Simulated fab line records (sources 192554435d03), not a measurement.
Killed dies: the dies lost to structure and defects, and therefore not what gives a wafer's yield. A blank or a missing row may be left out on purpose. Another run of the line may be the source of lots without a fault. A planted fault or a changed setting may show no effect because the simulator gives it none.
fab line records	flow n5Finfet
record lots=24	wafers=72	lastDay=18
route steps=1938 shown BEOL_M3@983
lots with no fault: from the same line, run without faults
startH: hours from the record's first day to the start of the lot's first wafer shown	waitH: time in hours since the lot's previous step	" identical to the entry in the row above	L1.1+2: one row covering several wafers at once	- no value present, or no start provided	* or withheld: withheld	< > ~ a bound
route shown NAME@n: a module of which the file shows steps, and the number in the route of the first	usual: mean/standard deviation of fault-free wafers	same: alike in all rows	chamber/n: place in a boat	sites: each site's reading	_std_site: standard deviation across them	_edge_site: inner sites' mean taken away from outer sites' mean	radiusMm: how far each site lies from the wafer's centre	mask NAME#n: copy n	behind: the tool/chamber that last shaped the wafer	hold: cause of the lot's hold/its duration in hours/its outcome	device: the n, p or np transistor that did not switch	end of line: the same wafers' tests at the end of the route	a step without rows: its recipe alone	killed: the dies lost at the first sort to structure and to defects; this is not the yield of the wafer	map: per-die view of a wafer (x killed, . not killed, _ where there is no die)
set.NAME: setting as actually run; set.NAME@STEP: the setting as run at that earlier step	model.NAME: the simulator's own value behind a step, which no gauge read
steps of the route over a sample of lots; a table a step, a row a wafer
services: when a tool's chamber went out of use (startH, in hours from the record's first day, below 0 if earlier), for how many hours, and the reason
## steps
# step N5_BEOL_M3_OCD_MEAS_38
# usual trenchDepthNm=56.0/1.1
lot.wafer	tool	chamber	startH	waitH	trenchDepthNm
L075.1	ocd-02	-	164.78	-	56.4
L075.2	"	-	"	"	54.1
L075.6	"	-	"	"	56.8
L076.4	ocd-02	-	170.18	-	56.0
L076.5	"	-	"	"	53.9
L076.6	"	-	"	"	54.4
L074.3	ocd-01	-	173.31	-	55.6
L074.5	"	-	"	"	56.2
L074.6	"	-	"	"	55.7
L077.2	ocd-01	-	179.79	-	54.0
L077.5	"	-	"	"	55.6
L077.6	"	-	"	"	57.0
L078.3	ocd-01	-	189.89	-	54.7
L078.4	"	-	"	"	57.8
L078.6	"	-	"	"	56.7
L079.2	ocd-02	-	198.95	-	56.3
L079.3	"	-	"	"	56.7
L079.4	"	-	"	"	55.9
L080.2	ocd-02	-	204.11	-	58.7
L080.5	"	-	"	"	56.2
L080.6	"	-	"	"	57.6
L083.3	ocd-02	-	207.85	-	54.5
L083.5	"	-	"	"	55.2
L083.6	"	-	"	"	56.9
L081.1	ocd-01	-	216.40	-	55.3
L081.4	"	-	"	"	55.7
L081.5	"	-	"	"	54.0
L084.2	ocd-02	-	234.09	-	55.4
L084.3	"	-	"	"	57.0
L084.5	"	-	"	"	55.9
L082.1	ocd-02	-	235.98	-	54.9
L082.3	"	-	"	"	56.5
L082.4	"	-	"	"	56.6
L085.2	ocd-01	-	237.12	-	56.3
L085.3	"	-	"	"	57.4
L085.4	"	-	"	"	55.6
L088.1	ocd-02	-	238.73	-	56.8
L088.5	"	-	"	"	55.5
L088.6	"	-	"	"	57.5
L086.1	ocd-02	-	243.04	-	57.1
L086.5	"	-	"	"	57.3
L086.6	"	-	"	"	55.6
L087.1	ocd-01	-	250.69	-	58.3
L087.3	"	-	"	"	56.8
L087.6	"	-	"	"	56.1
L089.2	ocd-01	-	250.81	-	56.0
L089.5	"	-	"	"	55.4
L089.6	"	-	"	"	56.2
L090.1	ocd-01	-	259.33	-	56.7
L090.3	"	-	"	"	54.7
L090.4	"	-	"	"	56.8
L092.1	ocd-02	-	272.14	-	55.2
L092.4	"	-	"	"	56.4
L092.6	"	-	"	"	55.7
L093.1	ocd-02	-	275.49	-	56.1
L093.2	"	-	"	"	57.7
L093.4	"	-	"	"	57.5
L091.1	ocd-02	-	277.59	-	56.1
L091.2	"	-	"	"	57.1
L091.3	"	-	"	"	54.1
L095.3	ocd-02	-	278.26	-	56.6
L095.5	"	-	"	"	56.9
L095.6	"	-	"	"	55.3
L094.1	ocd-02	-	289.71	-	56.3
L094.5	"	-	"	"	55.7
L094.6	"	-	"	"	55.7
L096.1	ocd-01	-	304.06	-	56.8
L096.2	"	-	"	"	55.7
L096.4	"	-	"	"	56.4
L097.2	ocd-02	-	307.42	-	55.8
L097.3	"	-	"	"	57.3
L097.5	"	-	"	"	57.4
# step N5_BEOL_M3_DEGAS_44
# recipe ambient=vacuum	tempC=250	timeS=60
# usual heaterPowerW=328/28
lot.wafer	tool	chamber	startH	waitH	heaterPowerW
L075.1	pvdSputter-01	-	165.25	0.3	326
L075.2	"	-	"	"	305
L075.6	"	-	"	"	317
L076.4	pvdSputter-02	-	170.39	0.1	370
L076.5	"	-	"	"	316
L076.6	"	-	"	"	303
L074.3	pvdSputter-01	-	173.76	0.3	307
L074.5	"	-	"	"	317
L074.6	"	-	"	"	305
L077.2	pvdSputter-03	-	180.21	0.3	336
L077.5	"	-	"	"	295
L077.6	"	-	"	"	318
L078.3	pvdSputter-02	-	190.51	0.5	288
L078.4	"	-	"	"	317
L078.6	"	-	"	"	376
L079.2	pvdSputter-01	-	199.29	0.2	332
L079.3	"	-	"	"	301
L079.4	"	-	"	"	320
L080.2	pvdSputter-03	-	204.66	0.4	346
L080.5	"	-	"	"	298
L080.6	"	-	"	"	376
L083.3	pvdSputter-02	-	208.09	0.1	299
L083.5	"	-	"	"	369
L083.6	"	-	"	"	317
L081.1	pvdSputter-02	-	216.86	0.3	311
L081.4	"	-	"	"	361
L081.5	"	-	"	"	297
L084.2	pvdSputter-03	-	234.49	0.2	332
L084.3	"	-	"	"	313
L084.5	"	-	"	"	332
L082.1	pvdSputter-02	-	236.49	0.4	360
L082.3	"	-	"	"	286
L082.4	"	-	"	"	307
L085.2	pvdSputter-03	-	237.81	0.5	321
L085.3	"	-	"	"	300
L085.4	"	-	"	"	339
L088.1	pvdSputter-02	-	239.35	0.5	283
L088.5	"	-	"	"	274
L088.6	"	-	"	"	305
L086.1	pvdSputter-03	-	243.29	0.1	362
L086.5	"	-	"	"	345
L086.6	"	-	"	"	368
L087.1	pvdSputter-02	-	251.20	0.4	308
L087.3	"	-	"	"	364
L087.6	"	-	"	"	371
L089.2	pvdSputter-03	-	251.22	0.3	365
L089.5	"	-	"	"	341
L089.6	"	-	"	"	369
L090.1	pvdSputter-03	-	259.74	0.2	291
L090.3	"	-	"	"	344
L090.4	"	-	"	"	321
L092.1	pvdSputter-03	-	272.66	0.4	383
L092.4	"	-	"	"	302
L092.6	"	-	"	"	365
L093.1	pvdSputter-02	-	276.04	0.4	310
L093.2	"	-	"	"	304
L093.4	"	-	"	"	276
L091.1	pvdSputter-03	-	278.52	0.8	335
L091.2	"	-	"	"	319
L091.3	"	-	"	"	305
L095.3	pvdSputter-02	-	278.60	0.2	326
L095.5	"	-	"	"	371
L095.6	"	-	"	"	313
L094.1	pvdSputter-03	-	290.29	0.3	347
L094.5	"	-	"	"	333
L094.6	"	-	"	"	316
L096.1	pvdSputter-03	-	304.57	0.4	337
L096.2	"	-	"	"	368
L096.4	"	-	"	"	316
L097.2	pvdSputter-01	-	307.64	0.1	332
L097.3	"	-	"	"	310
L097.5	"	-	"	"	340
# step N5_BEOL_M3_PRE_CLEAN_45
# recipe gas=H2/He	timeS=30	tempC=250
# usual heaterPowerW=328/28
lot.wafer	tool	chamber	startH	waitH	heaterPowerW
L075.1	pvdSputter-01	-	165.29	0.0	329
L075.2	"	-	"	"	294
L075.6	"	-	"	"	315
L076.4	pvdSputter-02	-	170.43	0.0	368
L076.5	"	-	"	"	312
L076.6	"	-	"	"	296
L074.3	pvdSputter-01	-	173.80	0.0	295
L074.5	"	-	"	"	315
L074.6	"	-	"	"	307
L077.2	pvdSputter-03	-	180.25	0.0	347
L077.5	"	-	"	"	304
L077.6	"	-	"	"	321
L078.3	pvdSputter-02	-	190.55	0.0	287
L078.4	"	-	"	"	313
L078.6	"	-	"	"	366
L079.2	pvdSputter-01	-	199.33	0.0	329
L079.3	"	-	"	"	290
L079.4	"	-	"	"	320
L080.2	pvdSputter-03	-	204.70	0.0	337
L080.5	"	-	"	"	301
L080.6	"	-	"	"	370
L083.3	pvdSputter-02	-	208.13	0.0	309
L083.5	"	-	"	"	365
L083.6	"	-	"	"	309
L081.1	pvdSputter-02	-	216.90	0.0	307
L081.4	"	-	"	"	366
L081.5	"	-	"	"	306
L084.2	pvdSputter-03	-	234.53	0.0	339
L084.3	"	-	"	"	324
L084.5	"	-	"	"	337
L082.1	pvdSputter-02	-	236.53	0.0	362
L082.3	"	-	"	"	280
L082.4	"	-	"	"	301
L085.2	pvdSputter-03	-	237.85	0.0	327
L085.3	"	-	"	"	295
L085.4	"	-	"	"	351
L088.1	pvdSputter-02	-	239.39	0.0	283
L088.5	"	-	"	"	288
L088.6	"	-	"	"	317
L086.1	pvdSputter-03	-	243.33	0.0	374
L086.5	"	-	"	"	333
L086.6	"	-	"	"	359
L087.1	pvdSputter-02	-	251.24	0.0	313
L087.3	"	-	"	"	369
L087.6	"	-	"	"	374
L089.2	pvdSputter-03	-	251.26	0.0	377
L089.5	"	-	"	"	348
L089.6	"	-	"	"	367
L090.1	pvdSputter-03	-	259.78	0.0	303
L090.3	"	-	"	"	335
L090.4	"	-	"	"	323
L092.1	pvdSputter-03	-	272.70	0.0	375
L092.4	"	-	"	"	300
L092.6	"	-	"	"	369
L093.1	pvdSputter-02	-	276.08	0.0	311
L093.2	"	-	"	"	300
L093.4	"	-	"	"	281
L091.1	pvdSputter-03	-	278.56	0.0	333
L091.2	"	-	"	"	322
L091.3	"	-	"	"	305
L095.3	pvdSputter-02	-	278.64	0.0	316
L095.5	"	-	"	"	376
L095.6	"	-	"	"	307
L094.1	pvdSputter-03	-	290.33	0.0	331
L094.5	"	-	"	"	343
L094.6	"	-	"	"	327
L096.1	pvdSputter-03	-	304.61	0.0	332
L096.2	"	-	"	"	362
L096.4	"	-	"	"	320
L097.2	pvdSputter-01	-	307.68	0.0	338
L097.3	"	-	"	"	295
L097.5	"	-	"	"	339
# step N5_BEOL_M3_SURFACE_TREAT_85
# recipe gas=Ar	timeS=*	ionEnergyEv=*	ionCurrentMaCm2=0.5	pressureMtorr=*	arFlowSccm=30
# usual arFlowSccm=29.99/0.096	throttleValvePct=*
lot.wafer	tool	chamber	startH	waitH	arFlowSccm	throttleValvePct
L075.1	pvdSputter-01	-	165.64	0.2	29.99	*
L075.2	"	-	"	"	29.67	*
L075.6	"	-	"	"	29.89	*
L076.4	pvdSputter-02	-	170.72	0.1	30.03	*
L076.5	"	-	"	"	30.07	*
L076.6	"	-	"	"	29.95	*
L074.3	pvdSputter-02	-	174.18	0.2	30.03	*
L074.5	"	-	"	"	30.25	*
L074.6	"	-	"	"	30.07	*
L077.2	pvdSputter-03	-	180.61	0.2	30.23	*
L077.5	"	-	"	"	29.98	*
L077.6	"	-	"	"	30.04	*
L078.3	pvdSputter-03	-	190.91	0.2	29.95	*
L078.4	"	-	"	"	30.06	*
L078.6	"	-	"	"	29.91	*
L079.2	pvdSputter-02	-	199.76	0.1	29.91	*
L079.3	"	-	"	"	30.14	*
L079.4	"	-	"	"	29.83	*
L080.2	pvdSputter-01	-	204.99	0.1	29.92	*
L080.5	"	-	"	"	29.97	*
L080.6	"	-	"	"	29.97	*
L083.3	pvdSputter-01	-	208.54	0.1	30.00	*
L083.5	"	-	"	"	29.89	*
L083.6	"	-	"	"	29.97	*
L081.1	pvdSputter-02	-	217.26	0.2	30.02	*
L081.4	"	-	"	"	29.96	*
L081.5	"	-	"	"	29.95	*
L084.2	pvdSputter-03	-	234.89	0.2	30.01	*
L084.3	"	-	"	"	30.06	*
L084.5	"	-	"	"	30.04	*
L082.1	pvdSputter-02	-	236.87	0.2	29.85	*
L082.3	"	-	"	"	29.98	*
L082.4	"	-	"	"	29.95	*
L085.2	pvdSputter-03	-	238.29	0.2	29.97	*
L085.3	"	-	"	"	29.99	*
L085.4	"	-	"	"	30.19	*
L088.1	pvdSputter-02	-	239.85	0.3	29.92	*
L088.5	"	-	"	"	29.96	*
L088.6	"	-	"	"	29.94	*
L086.1	pvdSputter-03	-	244.00	0.3	30.04	*
L086.5	"	-	"	"	30.12	*
L086.6	"	-	"	"	30.06	*
L087.1	pvdSputter-02	-	251.58	0.2	30.13	*
L087.3	"	-	"	"	30.07	*
L087.6	"	-	"	"	29.85	*
L089.2	pvdSputter-01	-	251.61	0.1	29.97	*
L089.5	"	-	"	"	29.92	*
L089.6	"	-	"	"	29.96	*
L090.1	pvdSputter-01	-	260.29	0.3	30.08	*
L090.3	"	-	"	"	30.12	*
L090.4	"	-	"	"	29.81	*
L092.1	pvdSputter-01	-	273.01	0.1	30.12	*
L092.4	"	-	"	"	29.91	*
L092.6	"	-	"	"	30.11	*
L093.1	pvdSputter-02	-	276.42	0.2	29.99	*
L093.2	"	-	"	"	30.05	*
L093.4	"	-	"	"	29.96	*
L091.1	pvdSputter-02	-	278.85	0.1	30.10	*
L091.2	"	-	"	"	30.08	*
L091.3	"	-	"	"	30.06	*
L095.3	pvdSputter-03	-	278.93	0.1	29.90	*
L095.5	"	-	"	"	30.14	*
L095.6	"	-	"	"	30.06	*
L094.1	pvdSputter-03	-	292.31	1.7	30.01	*
L094.5	"	-	"	"	29.98	*
L094.6	"	-	"	"	30.06	*
L096.1	pvdSputter-02	-	305.15	0.4	29.93	*
L096.2	"	-	"	"	29.89	*
L096.4	"	-	"	"	29.81	*
L097.2	pvdSputter-01	-	308.28	0.2	29.98	*
L097.3	"	-	"	"	29.96	*
L097.5	"	-	"	"	29.85	*
# step N5_BEOL_M3_THK_MEAS_53
# recipe thkMeasGauge=xrf	reads=Cu_of_BEOL_M3_ECD_50
# usual M3_THK=39.2/1.7
lot.wafer	tool	chamber	startH	waitH	M3_THK[nm]
L075.1	filmMetro-02	-	169.61	-	42.4
L075.2	"	-	"	"	40.0
L075.6	"	-	"	"	41.8
L076.4	filmMetro-02	-	173.47	-	40.0
L076.5	"	-	"	"	37.7
L076.6	"	-	"	"	40.1
L074.3	filmMetro-01	-	177.89	-	40.2
L074.5	"	-	"	"	40.1
L074.6	"	-	"	"	41.3
L077.2	filmMetro-02	-	183.70	-	38.7
L077.5	"	-	"	"	37.7
L077.6	"	-	"	"	39.2
L078.3	filmMetro-02	-	194.42	-	39.7
L078.4	"	-	"	"	38.9
L078.6	"	-	"	"	39.5
L079.2	filmMetro-02	-	202.72	-	40.9
L079.3	"	-	"	"	40.7
L079.4	"	-	"	"	40.6
L080.2	filmMetro-02	-	207.86	-	38.3
L080.5	"	-	"	"	39.5
L080.6	"	-	"	"	40.9
L083.3	filmMetro-01	-	211.84	-	34.6
L083.5	"	-	"	"	36.3
L083.6	"	-	"	"	37.1
L081.1	filmMetro-02	-	222.18	-	38.7
L081.4	"	-	"	"	40.3
L081.5	"	-	"	"	38.3
L084.2	filmMetro-02	-	237.92	-	36.5
L084.3	"	-	"	"	37.3
L084.5	"	-	"	"	39.2
L082.1	filmMetro-02	-	239.90	-	36.4
L082.3	"	-	"	"	38.3
L082.4	"	-	"	"	36.4
L085.2	filmMetro-01	-	241.25	-	37.9
L085.3	"	-	"	"	38.4
L085.4	"	-	"	"	40.8
L088.1	filmMetro-01	-	242.68	-	38.4
L088.5	"	-	"	"	38.0
L088.6	"	-	"	"	41.8
L086.1	filmMetro-02	-	248.33	-	37.3
L086.5	"	-	"	"	40.4
L086.6	"	-	"	"	39.0
L087.1	filmMetro-02	-	254.35	-	40.0
L087.3	"	-	"	"	40.2
L087.6	"	-	"	"	40.7
L089.2	filmMetro-01	-	254.62	-	37.1
L089.5	"	-	"	"	39.2
L089.6	"	-	"	"	39.3
L090.1	filmMetro-01	-	263.14	-	39.0
L090.3	"	-	"	"	39.3
L090.4	"	-	"	"	39.3
L092.1	filmMetro-01	-	275.92	-	38.5
L092.4	"	-	"	"	40.0
L092.6	"	-	"	"	40.0
L093.1	filmMetro-01	-	279.49	-	39.1
L093.2	"	-	"	"	36.8
L093.4	"	-	"	"	40.3
L091.1	filmMetro-02	-	281.61	-	40.1
L091.2	"	-	"	"	38.1
L091.3	"	-	"	"	39.8
L095.3	filmMetro-02	-	281.89	-	37.8
L095.5	"	-	"	"	38.7
L095.6	"	-	"	"	39.0
L094.1	filmMetro-02	-	295.11	-	37.8
L094.5	"	-	"	"	41.2
L094.6	"	-	"	"	39.4
L096.1	filmMetro-01	-	308.06	-	40.0
L096.2	"	-	"	"	39.0
L096.4	"	-	"	"	41.6
L097.2	filmMetro-02	-	312.58	-	35.8
L097.3	"	-	"	"	36.8
L097.5	"	-	"	"	39.4
# step N5_BEOL_M3_DEP_57
# recipe material=SiCN	targetThkA=80	tempC=withheld	precursor=3MS/NH3	pressureTorr=3	rfW=202	timeS=14
# usual showerheadPlenumPTorr=3.666/0.012	throttleValvePct=9.0/0.43
lot.wafer	tool	chamber	startH	waitH	showerheadPlenumPTorr	throttleValvePct
L075.1	pecvd-02	0	169.81	0.0	3.680	9.2
L075.2	"	2	"	"	3.670	9.2
L075.6	"	0	"	"	3.679	8.9
L076.4	pecvd-04	2	173.68	0.0	3.658	8.5
L076.5	"	1	"	"	3.657	8.9
L076.6	"	0	"	"	3.671	9.0
L074.3	pecvd-02	0	178.08	0.0	3.679	8.8
L074.5	"	1	"	"	3.664	9.3
L074.6	"	2	"	"	3.671	9.6
L077.2	pecvd-04	1	183.90	0.0	3.662	9.3
L077.5	"	0	"	"	3.672	9.0
L077.6	"	1	"	"	3.669	9.2
L078.3	pecvd-04	0	194.64	0.0	3.678	9.2
L078.4	"	1	"	"	3.658	9.0
L078.6	"	0	"	"	3.681	9.1
L079.2	pecvd-02	1	202.92	0.0	3.673	9.4
L079.3	"	0	"	"	3.688	9.0
L079.4	"	1	"	"	3.664	9.5
L080.2	pecvd-02	0	208.06	0.0	3.667	8.9
L080.5	"	1	"	"	3.662	9.6
L080.6	"	0	"	"	3.673	9.2
L083.3	pecvd-04	2	212.08	0.0	3.652	8.6
L083.5	"	0	"	"	3.689	8.8
L083.6	"	1	"	"	3.658	9.0
L081.1	pecvd-04	2	222.37	0.0	3.647	8.5
L081.4	"	1	"	"	3.663	9.2
L081.5	"	2	"	"	3.650	8.3
L084.2	pecvd-01	1	238.12	0.0	3.681	8.9
L084.3	"	2	"	"	3.671	9.0
L084.5	"	2	"	"	3.668	8.9
L082.1	pecvd-04	0	240.19	0.0	3.677	8.9
L082.3	"	2	"	"	3.651	8.3
L082.4	"	0	"	"	3.681	8.8
L085.2	pecvd-04	2	241.44	0.0	3.648	8.5
L085.3	"	0	"	"	3.677	8.9
L085.4	"	1	"	"	3.662	9.0
L088.1	pecvd-04	2	242.87	0.0	3.649	8.5
L088.5	"	2	"	"	3.639	8.2
L088.6	"	1	"	"	3.653	9.1
L086.1	pecvd-04	2	248.53	0.0	3.653	8.3
L086.5	"	2	"	"	3.644	8.3
L086.6	"	0	"	"	3.685	9.0
L087.1	pecvd-02	1	254.54	0.0	3.675	9.4
L087.3	"	2	"	"	3.661	8.8
L087.6	"	2	"	"	3.665	8.8
L089.2	pecvd-04	1	254.81	0.0	3.661	8.9
L089.5	"	1	"	"	3.653	9.2
L089.6	"	0	"	"	3.684	8.9
L090.1	pecvd-04	1	263.33	0.0	3.661	9.2
L090.3	"	0	"	"	3.682	8.9
L090.4	"	0	"	"	3.673	9.2
L092.1	pecvd-04	0	276.11	0.0	3.690	9.2
L092.4	"	1	"	"	3.653	9.1
L092.6	"	2	"	"	3.650	8.5
L093.1	pecvd-02	0	279.74	0.0	3.675	9.1
L093.2	"	1	"	"	3.656	9.6
L093.4	"	2	"	"	3.675	8.6
L091.1	pecvd-02	1	281.81	0.0	3.665	9.6
L091.2	"	2	"	"	3.673	8.5
L091.3	"	0	"	"	3.666	9.3
L095.3	pecvd-01	1	282.11	0.0	3.683	8.8
L095.5	"	2	"	"	3.656	9.0
L095.6	"	1	"	"	3.674	8.9
L094.1	pecvd-04	2	295.31	0.0	3.663	8.3
L094.5	"	1	"	"	3.659	9.1
L094.6	"	0	"	"	3.684	9.4
L096.1	pecvd-02	1	308.25	0.0	3.667	9.8
L096.2	"	0	"	"	3.679	8.9
L096.4	"	1	"	"	3.668	9.8
L097.2	pecvd-04	1	312.77	0.0	3.661	9.2
L097.3	"	2	"	"	3.649	8.5
L097.5	"	1	"	"	3.655	9.2
## services
tool	chamber	startH	hours	kind
pecvd-01	-	145.35	0.5	repair
pecvd-02	-	149.95	0.2	repair
pecvd-01	-	157.26	0.6	repair
pecvd-02	-	163.60	0.6	repair
pecvd-02	-	181.91	2.8	pm
pecvd-04	0	188.12	5.5	scheduledDown
pecvd-01	2	192.46	2.1	scheduledDown
pecvd-04	2	193.58	2.1	scheduledDown
pecvd-02	2	202.38	-	clean
pecvd-02	2	202.38	-	consumableReplace:showerhead
pecvd-02	2	202.38	29.0	scheduledDown
pecvd-02	2	202.38	29.0	ventCycle
pecvd-01	-	256.66	1.3	repair
pecvd-02	2	271.16	5.5	scheduledDown
pecvd-01	0	281.86	2.1	scheduledDown
pecvd-01	2	293.32	26.4	repair
pecvd-02	0	298.62	5.5	scheduledDown
pecvd-01	1	312.02	5.0	scheduledDown
pvdSputter-01	-	312.40	8.6	repair
## key
fault none
